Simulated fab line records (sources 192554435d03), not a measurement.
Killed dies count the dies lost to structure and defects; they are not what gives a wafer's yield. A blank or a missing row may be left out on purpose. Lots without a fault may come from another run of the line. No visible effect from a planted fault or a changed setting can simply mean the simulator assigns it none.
Chamber matching || flow n5Finfet || rieDiel-03 running N5_BEOL_M0_ETCH_138: 4 sister chambers
The step etches SiCN in CH3F/O2, target depth 12 nm, time 31.6 s. 14 wafers are shown with their chamber, then 6 later ones without.

## WAFERS, EACH WITH ITS CHAMBER
{"wafer": "L878.1", "chamber": 2, "drypumpMotorCurrentA (A)": 6.0, "showerheadPlenumPTorr (Torr)": 1.93, "throttleValvePct (%)": 16.24}
{"wafer": "L878.2", "chamber": 3, "drypumpMotorCurrentA (A)": 5.6, "showerheadPlenumPTorr (Torr)": 2.07, "throttleValvePct (%)": 16.73}
{"wafer": "L878.4", "chamber": 0, "drypumpMotorCurrentA (A)": 6.3, "showerheadPlenumPTorr (Torr)": 2.08, "throttleValvePct (%)": 16.56}
{"wafer": "L880.1", "chamber": 0, "drypumpMotorCurrentA (A)": 6.3, "showerheadPlenumPTorr (Torr)": 2.08, "throttleValvePct (%)": 16.57}
{"wafer": "L880.2", "chamber": 2, "drypumpMotorCurrentA (A)": 6.0, "showerheadPlenumPTorr (Torr)": 1.92, "throttleValvePct (%)": 16.25}
{"wafer": "L880.4", "chamber": 3, "drypumpMotorCurrentA (A)": 5.6, "showerheadPlenumPTorr (Torr)": 2.07, "throttleValvePct (%)": 16.74}
{"wafer": "L882.2", "chamber": 1, "drypumpMotorCurrentA (A)": 5.2, "showerheadPlenumPTorr (Torr)": 2.13, "throttleValvePct (%)": 16.03}
{"wafer": "L882.3", "chamber": 0, "drypumpMotorCurrentA (A)": 6.3, "showerheadPlenumPTorr (Torr)": 2.08, "throttleValvePct (%)": 16.57}
{"wafer": "L882.5", "chamber": 2, "drypumpMotorCurrentA (A)": 6.0, "showerheadPlenumPTorr (Torr)": 1.92, "throttleValvePct (%)": 16.28}
{"wafer": "L884.1", "chamber": 3, "drypumpMotorCurrentA (A)": 5.6, "showerheadPlenumPTorr (Torr)": 2.07, "throttleValvePct (%)": 16.73}
{"wafer": "L884.2", "chamber": 1, "drypumpMotorCurrentA (A)": 5.2, "showerheadPlenumPTorr (Torr)": 2.13, "throttleValvePct (%)": 16.04}
{"wafer": "L884.4", "chamber": 0, "drypumpMotorCurrentA (A)": 6.2, "showerheadPlenumPTorr (Torr)": 2.08, "throttleValvePct (%)": 16.58}
{"wafer": "L895.2", "chamber": 1, "drypumpMotorCurrentA (A)": 5.2, "showerheadPlenumPTorr (Torr)": 2.12, "throttleValvePct (%)": 16.07}
{"wafer": "L895.3", "chamber": 0, "drypumpMotorCurrentA (A)": 6.2, "showerheadPlenumPTorr (Torr)": 2.07, "throttleValvePct (%)": 16.64}

SIGNATURES, as means of the wafers listed above
{"reading": "drypumpMotorCurrentA", "chamber 0": 6.260, "chamber 1": 5.200, "chamber 2": 6.000, "chamber 3": 5.600, "scatter within a chamber": 0.0346}
{"reading": "showerheadPlenumPTorr", "chamber 0": 2.0780, "chamber 1": 2.1267, "chamber 2": 1.9233, "chamber 3": 2.0700, "scatter within a chamber": 0.00462}
{"reading": "throttleValvePct", "chamber 0": 16.5840, "chamber 1": 16.0467, "chamber 2": 16.2567, "chamber 3": 16.7333, "scatter within a chamber": 0.0243}
Rule: for each reading, subtract the chamber's mean from the wafer's reading, divide by that reading's scatter and square the result; add these up over the readings and take the root, which gives the wafer's distance from the chamber. The wafer belongs to the nearest chamber; if the next one is less than 2 further off, it can't be placed. The scatter: the root of (the sum of the squares of (reading less its chamber's mean) over the shown wafers, divided by (wafers less chambers)).

## WAFERS MISSING THEIR CHAMBER
{"wafer": "L897.1", "drypumpMotorCurrentA (A)": 6.0, "showerheadPlenumPTorr (Torr)": 1.91, "throttleValvePct (%)": 16.34}
{"wafer": "L897.5", "drypumpMotorCurrentA (A)": 5.6, "showerheadPlenumPTorr (Torr)": 2.06, "throttleValvePct (%)": 16.81}
{"wafer": "L897.6", "drypumpMotorCurrentA (A)": 6.3, "showerheadPlenumPTorr (Torr)": 2.06, "throttleValvePct (%)": 16.67}
{"wafer": "L898.2", "drypumpMotorCurrentA (A)": 6.0, "showerheadPlenumPTorr (Torr)": 1.91, "throttleValvePct (%)": 16.38}
{"wafer": "L898.4", "drypumpMotorCurrentA (A)": 6.2, "showerheadPlenumPTorr (Torr)": 2.06, "throttleValvePct (%)": 16.66}
{"wafer": "L898.6", "drypumpMotorCurrentA (A)": 5.6, "showerheadPlenumPTorr (Torr)": 2.05, "throttleValvePct (%)": 16.82}

## THE CHAMBER EACH PASSED THROUGH
{"wafer": "L897.1", "from the rows above": 2, "in truth": 2}
{"wafer": "L897.5", "from the rows above": 3, "in truth": 3}
{"wafer": "L897.6", "from the rows above": 0, "in truth": 0}
{"wafer": "L898.2", "from the rows above": 2, "in truth": 2}
{"wafer": "L898.4", "from the rows above": 0, "in truth": 0}
{"wafer": "L898.6", "from the rows above": 3, "in truth": 3}
Placed correctly: 6 of 6. Not placeable from these rows: 0. 0 placed wrongly.
